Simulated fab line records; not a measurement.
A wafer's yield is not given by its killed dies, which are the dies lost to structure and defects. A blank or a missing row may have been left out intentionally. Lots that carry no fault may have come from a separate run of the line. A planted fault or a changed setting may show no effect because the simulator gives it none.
What tool caused it? -- flow nand harc -- 36 wafers from 12 lots sampled at 5 of the route's 1302 steps

== WHAT THE GAUGES READ, wafer by wafer ==
NHARC_THIN_TSV_CD_MEAS_12: target cd 1000 nm.
lot,measured,on,cd nm (nm)
L998,day 23 21:21,cd sem-02,1001.3 998.4 996.8
L102,day 25 14:24,cd sem-03,1001.0 1001.8 1001.8
L104,day 26 09:22,cd sem-01,999.9 996.2 998.3
L103,day 26 10:41,cd sem-02,1001.0 999.0 999.9
L108,day 28 11:15,cd sem-03,1002.9 998.2 1002.2
L111,day 29 06:26,cd sem-03,999.5 1003.9 1004.7
L114,day 30 07:03,cd sem-02,1002.9 1002.3 1002.2
L116,day 31 13:38,cd sem-01,997.7 1000.7 997.7
L117,day 31 14:58,cd sem-02,997.8 1003.9 1000.9
L115,day 32 02:35,cd sem-01,999.4 996.5 999.3
L119,day 32 11:44,cd sem-01,1002.0 1001.6 1001.0
L120,day 32 23:08,cd sem-03,1000.6 1001.5 998.3

NHARC_THIN_TSV_INSPECT_40.
lot,measured,on,raw defect count
L998,day 24 06:56,defect inspect-02,501 537 566
L102,day 26 02:31,defect inspect-02,480 517 456
L104,day 26 21:16,defect inspect-02,591 523 572
L103,day 26 21:16,defect inspect-01,531 459 463
L108,day 28 23:50,defect inspect-02,490 439 486
L111,day 29 18:37,defect inspect-01,486 529 529
L114,day 30 19:20,defect inspect-01,558 528 463
L116,day 32 02:17,defect inspect-02,484 601 495
L117,day 32 02:17,defect inspect-01,504 510 530
L115,day 32 14:18,defect inspect-01,377 606 385
L119,day 32 23:57,defect inspect-01,594 587 715
L120,day 33 14:17,defect inspect-01,541 580 500

NHARC_END_SORT_01.
lot,measured,on,defect limited yield (%),killed at array,killed at other,killed at periphery,killed dies,killed open,killed short,sort_bin_2_pct (%),sort_bin_3_pct (%),sort_bin_4_pct (%),sort n pass,sort rim yield pct (%),sort yield pct (%)
L998,day 24 10:01,prober-01,91.7 89.2 93.2,53 70 46,0 0 0,3 3 0,56 73 46,2 6 5,1 3 0,3.5 4.6 1.9,0.7 1.0 0.7,4.0 5.2 4.1,621 604 631,98 97 89,91.7 89.2 93.2
L102,day 26 05:38,prober-02,89.5 91.1 90.5,65 55 59,2 0 0,4 5 5,71 60 64,4 2 0,5 3 2,3.2 3.0 2.5,0.7 1.0 0.6,6.5 4.9 6.4,606 617 613,94 96 97,89.5 91.1 90.5
L104,day 27 02:43,prober-01,92.0 86.9 91.9,49 89 51,2 0 1,3 0 3,54 89 55,5 2 1,2 1 2,2.8 4.9 3.0,0.7 1.2 0.3,4.4 7.1 4.9,623 588 622,82 94 78,92.0 86.9 91.9
L103,day 27 01:09,prober-02,91.0 91.4 90.4,54 57 62,1 1 0,6 0 3,61 58 65,2 4 5,5 0 0,1.9 2.4 2.7,1.0 0.6 0.9,6.1 5.6 6.1,616 619 612,92 92 94,91.0 91.4 90.4
L108,day 29 02:55,prober-02,90.5 90.4 92.8,55 59 40,1 2 0,8 4 9,64 65 49,1 2 1,1 1 1,3.2 3.4 1.9,0.7 0.4 0.6,5.5 5.8 4.7,613 612 628,83 91 88,90.5 90.4 92.8
L111,day 29 23:15,prober-01,93.8 0 94.5,41 52 33,0 622 0,1 3 4,42 677 37,0 6 4,1 1 4,1.8 95.0 2.1,0.4 0.3 0.3,4.0 4.7 3.1,635 0 640,91 0 91,93.8 0 94.5
L114,day 30 22:24,prober-02,0 93.4 91.6,53 39 48,623 2 4,1 4 5,677 45 57,2 7 5,2 4 2,93.9 2.2 3.0,0.7 0.6 0,5.3 3.8 5.5,0 632 620,0 86 96,0 93.4 91.6
L116,day 32 05:19,prober-01,91.9 90.3 89.8,53 62 67,2 0 1,0 4 1,55 66 69,3 4 2,2 0 4,3.0 3.4 2.8,0.3 0.3 0.6,4.9 6.1 6.8,622 611 608,81 88 88,91.9 90.3 89.8
L117,day 32 06:58,prober-02,92.3 89.5 95.7,46 65 26,1 2 0,5 4 3,52 71 29,8 0 2,2 2 3,2.8 4.4 2.1,0.7 0.9 0.4,4.1 5.2 1.8,625 606 648,91 94 90,92.3 89.5 95.7
L115,day 32 18:06,prober-01,96.2 94.1 94.8,26 38 32,0 0 1,0 2 2,26 40 35,2 5 5,1 2 3,1.6 1.5 2.1,0.1 0.4 0.1,2.1 4.0 3.0,651 637 642,96 89 95,96.2 94.1 94.8
L119,day 33 03:14,prober-02,88.5 87.4 88.0,70 73 71,1 4 4,7 8 6,78 85 81,1 5 5,3 4 3,4.6 3.8 4.1,0.4 1.3 0.1,6.5 7.4 7.7,599 592 596,92 87 86,88.5 87.4 88.0
L120,day 33 19:44,prober-01,90.4 90.0 89.5,62 65 69,0 0 0,3 3 2,65 68 71,3 4 4,2 0 4,4.7 3.8 3.7,1.8 1.0 1.3,3.1 5.2 5.5,612 609 606,97 91 91,90.4 90.0 89.5

== EACH LOT AND THE TOOL THAT RAN IT (in order: tool; ch and the chambers of the sampled wafers; start) ==
lot,NHARC_THIN_TSV_DEP_43,NHARC_THIN_TSV_ETCH_44
L998,"pecvd-02 ch 0,1, day 23 20:34","rie diel-07 ch 0,2,3, day 23 21:42"
L102,"pecvd-03 ch 0,1,2, day 25 13:37","rie diel-11 ch 0,3, day 25 14:44"
L104,"pecvd-02 ch 0,1,2, day 26 08:47","rie diel-09 ch 0,1,2, day 26 09:43"
L103,"pecvd-03 ch 1,2, day 26 09:51","rie diel-09 ch 0,1,3, day 26 11:03"
L108,"pecvd-02 ch 1,2, day 28 10:26","rie diel-09 ch 0,2,3, day 28 11:29"
L111,"pecvd-02 ch 0,1, day 29 05:38","rie diel-11 ch 0,2, day 29 06:40"
L114,"pecvd-02 ch 0,1,2, day 30 06:13","rie diel-09 ch 0,1,3, day 30 07:21"
L116,"pecvd-01 ch 0,1, day 31 12:56","rie diel-07 ch 0,3, day 31 13:53"
L117,"pecvd-01 ch 0,2, day 31 14:08","rie diel-11 ch 0,1,3, day 31 15:16"
L115,"pecvd-01 ch 0,1,2, day 32 01:52","rie diel-09 ch 0,2,3, day 32 02:49"
L119,"pecvd-01 ch 0,2, day 32 10:55","rie diel-09 ch 0,2, day 32 12:05"
L120,"pecvd-01 ch 0,1,2, day 32 22:25","rie diel-11 ch 1,2, day 32 23:25"
- NHARC_THIN_TSV_DEP_43: deposits SiO2, target thk 1328.5 nm.
- NHARC_THIN_TSV_ETCH_44: etches the open film in CF4/O2, target depth 1594.2 nm, time 797.1 s.

== AS READ BY THE TOOLS THEMSELVES (means over the sampled wafers that have a number; for cases with no such wafer, the mark the record gives instead) ==
NHARC_THIN_TSV_DEP_43.
lot,tool,throttle valve pct (%)
L998,pecvd-02,16.4
L102,pecvd-03,15.7
L104,pecvd-02,15.9
L103,pecvd-03,16.1
L108,pecvd-02,15.9
L111,pecvd-02,16.5
L114,pecvd-02,16.2
L116,pecvd-01,16.0
L117,pecvd-01,15.9
L115,pecvd-01,15.9
L119,pecvd-01,16.0
L120,pecvd-01,15.8

NHARC_THIN_TSV_ETCH_44.
lot,tool,drypump motor current A (A),oes product au (a.u.),rf vpp V (V),showerhead plenum p Torr (Torr),throttle valve pct (%)
L998,rie diel-07,5.9,0.990,790,1.76,16.914
L102,rie diel-11,6.0,0.991,794,1.82,16.909
L104,rie diel-09,5.5,1.000,798,1.90,16.911
L103,rie diel-09,5.6,0.999,799,1.90,16.915
L108,rie diel-09,5.4,0.997,800,1.92,16.919
L111,rie diel-11,5.5,1.014,790,1.75,16.918
L114,rie diel-09,5.6,0.990,799,1.90,16.916
L116,rie diel-07,5.9,0.975,791,1.79,16.914
L117,rie diel-11,5.6,1.013,792,1.80,16.919
L115,rie diel-09,5.4,0.998,800,1.92,16.907
L119,rie diel-09,5.2,1.005,800,1.91,16.909
L120,rie diel-11,5.6,1.011,793,1.81,16.907

== THE ANSWER, worked out from the rows above alone ==
Rule: what is usual is taken from the lots themselves. Put in order of their means at a reading, lots are off if they are a third of the lots or fewer, leave a main group of 4 or more, and stand apart from it by a gap of 3 or more times the standard deviation of the main group's means; of several such gaps the widest counts. Not used: any main group whose means are identical at the precision the tables above print for the reading. Also off: a lot with no number at a reading for which 4 or more lots have one. All remaining lots with rows at the step are treated as sound. First the gauges in route order, then the tools' own readings, where a lot's mean is used as printed above. At the first step where some lot is off, the reading lying furthest off is the one used; lots without a number count as furthest.
Off: L111, L114 (NHARC_END_SORT_01, killed at other). The main group: mean 0.9, standard deviation 0.81.
If a tool, at a process step before that reading, ran all the lots that are off and no sound lot after the first of them, it fits. Gauges at NHARC_END_SORT_01: tried the same way as those tools. One candidate fits, namely pecvd-02 at NHARC_THIN_TSV_DEP_43. A fault onset in the window from L108 (day 28 10:26, its last sound lot) to L111 (day 29 05:38, its first lot off) fits.

== WHAT THE SIMULATOR HAD PUT IN ==
pecvd-02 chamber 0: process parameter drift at NHARC_THIN_TSV_DEP_43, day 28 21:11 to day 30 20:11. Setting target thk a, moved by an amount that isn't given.
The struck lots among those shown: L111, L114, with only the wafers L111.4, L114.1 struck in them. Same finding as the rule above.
